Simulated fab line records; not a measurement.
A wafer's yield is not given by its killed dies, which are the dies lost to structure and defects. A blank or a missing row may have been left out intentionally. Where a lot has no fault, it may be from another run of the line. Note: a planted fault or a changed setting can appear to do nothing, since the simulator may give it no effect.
Which tool was responsible? | flow n5-finfet | 24 lots, 72 wafers sampled, at 6 steps of a route of 1938

## WHAT THE GAUGES SHOWED, per wafer
N5_BEOL_M2_CD_MEAS_11: target cd 16.79 nm.
lot  | measured     | on        | cd-nm (nm)
L074 | day 6 19:24  | cd-sem-02 | 16.33 16.67 16.57
L075 | day 6 23:29  | cd-sem-03 | 16.77 16.79 16.97
L077 | day 7 01:50  | cd-sem-01 | 16.62 16.95 16.30
L078 | day 7 11:58  | cd-sem-03 | 16.94 16.90 16.86
L079 | day 7 18:05  | cd-sem-02 | 16.68 16.75 16.57
L080 | day 8 01:57  | cd-sem-01 | 16.33 17.05 16.76
L081 | day 8 02:30  | cd-sem-03 | 16.78 16.96 16.90
L082 | day 8 13:26  | cd-sem-01 | 16.60 16.77 17.10
L083 | day 8 20:08  | cd-sem-03 | 16.58 16.26 16.57
L084 | day 8 23:37  | cd-sem-01 | 17.03 17.10 17.25
L085 | day 9 06:23  | cd-sem-03 | 16.84 16.87 16.74
L086 | day 9 12:25  | cd-sem-01 | 16.52 16.83 16.54
L087 | day 9 18:07  | cd-sem-03 | 16.90 16.92 16.90
L089 | day 9 23:41  | cd-sem-01 | 16.82 16.81 16.88
L088 | day 9 23:31  | cd-sem-01 | 17.16 16.86 16.38
L090 | day 10 08:28 | cd-sem-02 | 16.82 17.21 16.72
L091 | day 10 14:31 | cd-sem-03 | 16.69 16.84 16.61
L092 | day 10 21:27 | cd-sem-03 | 16.61 16.88 16.95
L093 | day 11 07:58 | cd-sem-03 | 17.20 16.96 17.24
L076 | day 11 12:50 | cd-sem-02 | 17.11 17.07 17.03
L094 | day 12 06:15 | cd-sem-03 | 16.70 17.46 16.98
L095 | day 12 11:23 | cd-sem-01 | 16.74 16.87 17.22
L097 | day 12 15:26 | cd-sem-01 | 17.40 16.96 16.95
L096 | day 12 18:13 | cd-sem-03 | 16.43 16.84 16.41

## EACH LOT AND THE TOOL THAT RAN IT (in order: tool; ch and the chambers of the sampled wafers; start)
lot  | N5_BEOL_M1_DEGAS_44          | N5_BEOL_M1_SPUTTER_48        | N5_BEOL_M1_ANNEAL_49         | N5_BEOL_M1_SPUTTER_96        | N5_BEOL_M1_PRE_CLEAN_60
L074 | pvd-sputter-02, day 6 14:45  | pvd-sputter-02, day 6 15:41  | pvd-sputter-02, day 6 15:46  | pvd-sputter-02, day 6 17:27  | cvd-co-02 ch 1,2, day 6 18:26
L075 | pvd-sputter-02, day 6 18:23  | pvd-sputter-01, day 6 18:59  | pvd-sputter-01, day 6 19:04  | pvd-sputter-01, day 6 20:44  | cvd-co-01 ch 0,2, day 6 21:40
L077 | pvd-sputter-02, day 6 21:15  | pvd-sputter-02, day 6 21:52  | pvd-sputter-02, day 6 21:57  | pvd-sputter-02, day 6 23:38  | cvd-co-01 ch 0,1, day 7 00:35
L078 | pvd-sputter-03, day 7 06:16  | pvd-sputter-01, day 7 07:05  | pvd-sputter-01, day 7 07:10  | pvd-sputter-01, day 7 08:50  | cvd-co-01 ch 0,2, day 7 09:40
L079 | pvd-sputter-01, day 7 13:00  | pvd-sputter-02, day 7 13:37  | pvd-sputter-02, day 7 13:42  | pvd-sputter-02, day 7 15:23  | cvd-co-02 ch 0,1, day 7 16:12
L080 | pvd-sputter-02, day 7 18:11  | pvd-sputter-01, day 7 18:53  | pvd-sputter-01, day 7 18:58  | pvd-sputter-01, day 7 20:38  | cvd-co-02 ch 1,2, day 7 21:28
L081 | pvd-sputter-02, day 7 21:02  | pvd-sputter-02, day 7 21:44  | pvd-sputter-02, day 7 21:49  | pvd-sputter-02, day 7 23:30  | cvd-co-01 ch 0,2, day 8 00:20
L082 | pvd-sputter-02, day 8 08:35  | pvd-sputter-02, day 8 09:18  | pvd-sputter-02, day 8 09:23  | pvd-sputter-02, day 8 11:04  | cvd-co-02 ch 1,2, day 8 11:53
L083 | pvd-sputter-02, day 8 13:42  | pvd-sputter-02, day 8 14:31  | pvd-sputter-02, day 8 14:36  | pvd-sputter-02, day 8 16:17  | cvd-co-01 ch 1,2, day 8 17:19
L084 | pvd-sputter-02, day 8 17:36  | pvd-sputter-03, day 8 19:20  | pvd-sputter-03, day 8 19:25  | pvd-sputter-03, day 8 21:05  | cvd-co-01 ch 0,1,2, day 8 22:11
L085 | pvd-sputter-01, day 9 01:28  | pvd-sputter-03, day 9 02:08  | pvd-sputter-03, day 9 02:13  | pvd-sputter-03, day 9 03:54  | cvd-co-01 ch 1,2, day 9 04:55
L086 | pvd-sputter-03, day 9 06:26  | pvd-sputter-01, day 9 08:41  | pvd-sputter-01, day 9 08:46  | pvd-sputter-01, day 9 10:26  | cvd-co-01 ch 0,1,2, day 9 11:17
L087 | pvd-sputter-03, day 9 11:33  | pvd-sputter-03, day 9 12:13  | pvd-sputter-03, day 9 12:17  | pvd-sputter-03, day 9 13:58  | cvd-co-01 ch 0,1, day 9 14:47
L089 | pvd-sputter-02, day 9 19:13  | pvd-sputter-01, day 9 19:53  | pvd-sputter-01, day 9 19:58  | pvd-sputter-01, day 9 21:38  | cvd-co-01 ch 0,2, day 9 22:28
L088 | pvd-sputter-02, day 9 19:17  | pvd-sputter-03, day 9 19:58  | pvd-sputter-03, day 9 20:02  | pvd-sputter-03, day 9 21:43  | cvd-co-02 ch 0,1,2, day 9 22:32
L090 | pvd-sputter-02, day 10 04:12 | pvd-sputter-03, day 10 05:01 | pvd-sputter-03, day 10 05:05 | pvd-sputter-03, day 10 06:46 | cvd-co-02 ch 1,2, day 10 07:35
L091 | pvd-sputter-03, day 10 08:12 | pvd-sputter-01, day 10 09:13 | pvd-sputter-01, day 10 09:17 | pvd-sputter-01, day 10 10:58 | cvd-co-01 ch 0,1,2, day 10 11:50
L092 | pvd-sputter-03, day 10 15:38 | pvd-sputter-02, day 10 16:38 | pvd-sputter-02, day 10 16:43 | pvd-sputter-02, day 10 18:23 | cvd-co-02 ch 0,2, day 10 19:13
L093 | pvd-sputter-02, day 11 01:22 | pvd-sputter-01, day 11 02:15 | pvd-sputter-01, day 11 02:20 | pvd-sputter-01, day 11 04:01 | cvd-co-01 ch 0,1, day 11 05:05
L076 | pvd-sputter-02, day 11 08:37 | pvd-sputter-02, day 11 09:23 | pvd-sputter-02, day 11 09:28 | pvd-sputter-02, day 11 11:09 | cvd-co-01 ch 0,1, day 11 11:59
L094 | pvd-sputter-01, day 11 11:48 | pvd-sputter-02, day 11 14:18 | pvd-sputter-02, day 11 14:23 | pvd-sputter-02, day 12 00:04 | cvd-co-02 ch 0,1,2, day 12 00:54
L095 | pvd-sputter-01, day 12 06:35 | pvd-sputter-03, day 12 07:27 | pvd-sputter-03, day 12 07:32 | pvd-sputter-03, day 12 09:13 | cvd-co-01 ch 0,1,2, day 12 10:12
L097 | pvd-sputter-01, day 12 10:33 | pvd-sputter-02, day 12 11:16 | pvd-sputter-02, day 12 11:21 | pvd-sputter-02, day 12 13:02 | cvd-co-02 ch 0,2, day 12 13:52
L096 | pvd-sputter-02, day 12 10:52 | pvd-sputter-03, day 12 13:01 | pvd-sputter-03, day 12 13:06 | pvd-sputter-03, day 12 14:47 | cvd-co-01 ch 1,2, day 12 16:02
- N5_BEOL_M1_DEGAS_44: time 60 s.
- N5_BEOL_M1_SPUTTER_48: material Cu, target thk 4.5 nm, time 8.29 s.
- N5_BEOL_M1_ANNEAL_49: time 240 s.
- N5_BEOL_M1_SPUTTER_96: material Cu, target thk 4.5 nm, time 8.29 s.
- N5_BEOL_M1_PRE_CLEAN_60: time 15 s.

## WHAT THE TOOLS THEMSELVES READ (means of the sampled wafers that have a number; where no wafer has one, the mark that the record gives instead)
N5_BEOL_M1_DEGAS_44.
lot  | tool           | heater-power-w (W)
L074 | pvd-sputter-02 | 315
L075 | pvd-sputter-02 | 317
L077 | pvd-sputter-02 | 325
L078 | pvd-sputter-03 | 338
L079 | pvd-sputter-01 | 311
L080 | pvd-sputter-02 | 321
L081 | pvd-sputter-02 | 328
L082 | pvd-sputter-02 | 327
L083 | pvd-sputter-02 | 331
L084 | pvd-sputter-02 | 317
L085 | pvd-sputter-01 | 318
L086 | pvd-sputter-03 | 317
L087 | pvd-sputter-03 | 343
L089 | pvd-sputter-02 | 324
L088 | pvd-sputter-02 | 320
L090 | pvd-sputter-02 | 327
L091 | pvd-sputter-03 | 316
L092 | pvd-sputter-03 | 312
L093 | pvd-sputter-02 | 321
L076 | pvd-sputter-02 | 326
L094 | pvd-sputter-01 | 335
L095 | pvd-sputter-01 | 309
L097 | pvd-sputter-01 | 314
L096 | pvd-sputter-02 | 327

N5_BEOL_M1_SPUTTER_48.
lot  | tool           | throttle-valve-pct (%)
L074 | pvd-sputter-02 | 30.3
L075 | pvd-sputter-01 | 28.7
L077 | pvd-sputter-02 | 29.8
L078 | pvd-sputter-01 | 29.6
L079 | pvd-sputter-02 | 29.7
L080 | pvd-sputter-01 | 30.8
L081 | pvd-sputter-02 | 30.4
L082 | pvd-sputter-02 | 30.3
L083 | pvd-sputter-02 | 29.8
L084 | pvd-sputter-03 | 28.3
L085 | pvd-sputter-03 | 29.3
L086 | pvd-sputter-01 | 28.9
L087 | pvd-sputter-03 | 28.1
L089 | pvd-sputter-01 | 29.3
L088 | pvd-sputter-03 | 28.5
L090 | pvd-sputter-03 | 29.1
L091 | pvd-sputter-01 | 28.9
L092 | pvd-sputter-02 | 29.8
L093 | pvd-sputter-01 | 29.5
L076 | pvd-sputter-02 | 30.2
L094 | pvd-sputter-02 | 29.8
L095 | pvd-sputter-03 | 29.0
L097 | pvd-sputter-02 | 30.3
L096 | pvd-sputter-03 | 29.0

N5_BEOL_M1_ANNEAL_49.
lot  | tool           | heater-power-w (W)
L074 | pvd-sputter-02 | 811
L075 | pvd-sputter-01 | 801
L077 | pvd-sputter-02 | 821
L078 | pvd-sputter-01 | 818
L079 | pvd-sputter-02 | 811
L080 | pvd-sputter-01 | 801
L081 | pvd-sputter-02 | 827
L082 | pvd-sputter-02 | 812
L083 | pvd-sputter-02 | 844
L084 | pvd-sputter-03 | 787
L085 | pvd-sputter-03 | 852
L086 | pvd-sputter-01 | 800
L087 | pvd-sputter-03 | 781
L089 | pvd-sputter-01 | 765
L088 | pvd-sputter-03 | 726
L090 | pvd-sputter-03 | 798
L091 | pvd-sputter-01 | 803
L092 | pvd-sputter-02 | 835
L093 | pvd-sputter-01 | 780
L076 | pvd-sputter-02 | 796
L094 | pvd-sputter-02 | 851
L095 | pvd-sputter-03 | 804
L097 | pvd-sputter-02 | 783
L096 | pvd-sputter-03 | 793

N5_BEOL_M1_SPUTTER_96.
lot  | tool           | throttle-valve-pct (%)
L074 | pvd-sputter-02 | 30.2
L075 | pvd-sputter-01 | 28.6
L077 | pvd-sputter-02 | 29.7
L078 | pvd-sputter-01 | 29.8
L079 | pvd-sputter-02 | 29.7
L080 | pvd-sputter-01 | 30.7
L081 | pvd-sputter-02 | 30.4
L082 | pvd-sputter-02 | 30.3
L083 | pvd-sputter-02 | 29.6
L084 | pvd-sputter-03 | 28.3
L085 | pvd-sputter-03 | 29.3
L086 | pvd-sputter-01 | 29.0
L087 | pvd-sputter-03 | 28.1
L089 | pvd-sputter-01 | 29.5
L088 | pvd-sputter-03 | 28.6
L090 | pvd-sputter-03 | 29.0
L091 | pvd-sputter-01 | 29.1
L092 | pvd-sputter-02 | 29.7
L093 | pvd-sputter-01 | 29.7
L076 | pvd-sputter-02 | 30.3
L094 | pvd-sputter-02 | 29.7
L095 | pvd-sputter-03 | 29.1
L097 | pvd-sputter-02 | 30.4
L096 | pvd-sputter-03 | 29.0

N5_BEOL_M1_PRE_CLEAN_60.
lot  | tool      | heater-power-w (W)
L074 | cvd-co-02 | 75
L075 | cvd-co-01 | 90
L077 | cvd-co-01 | 89
L078 | cvd-co-01 | 87
L079 | cvd-co-02 | 94
L080 | cvd-co-02 | 84
L081 | cvd-co-01 | 90
L082 | cvd-co-02 | 85
L083 | cvd-co-01 | 95
L084 | cvd-co-01 | 93
L085 | cvd-co-01 | 95
L086 | cvd-co-01 | 92
L087 | cvd-co-01 | 89
L089 | cvd-co-01 | 90
L088 | cvd-co-02 | 84
L090 | cvd-co-02 | 74
L091 | cvd-co-01 | 91
L092 | cvd-co-02 | 83
L093 | cvd-co-01 | 89
L076 | cvd-co-01 | 89
L094 | cvd-co-02 | 83
L095 | cvd-co-01 | 92
L097 | cvd-co-02 | 74
L096 | cvd-co-01 | 97

## THE ANSWER, worked out from the rows above alone
Rule: the usual values come from the lots themselves. Put in order of their means at a reading, lots are off if they are a third of the lots or fewer, leave a main group of 4 or more, and stand apart from it by a gap of 3 or more times the standard deviation of the main group's means; of several such gaps the widest counts. The tables above print the reading to a certain number of digits; a main group whose means all agree to those digits is not used. Also off: a lot with no number at a reading for which 4 or more lots have one. All remaining lots with rows at the step are treated as sound. The gauges are gone through in route order, then the tools' own readings, and for those a lot's mean is taken as printed above. The first step at which some lot is off is used, and at that step the reading that is off furthest; a lot without a number counts as furthest.
No lot is off at any reading shown: from this, nothing can be told.

## WHAT THE SIMULATOR HAD PUT IN
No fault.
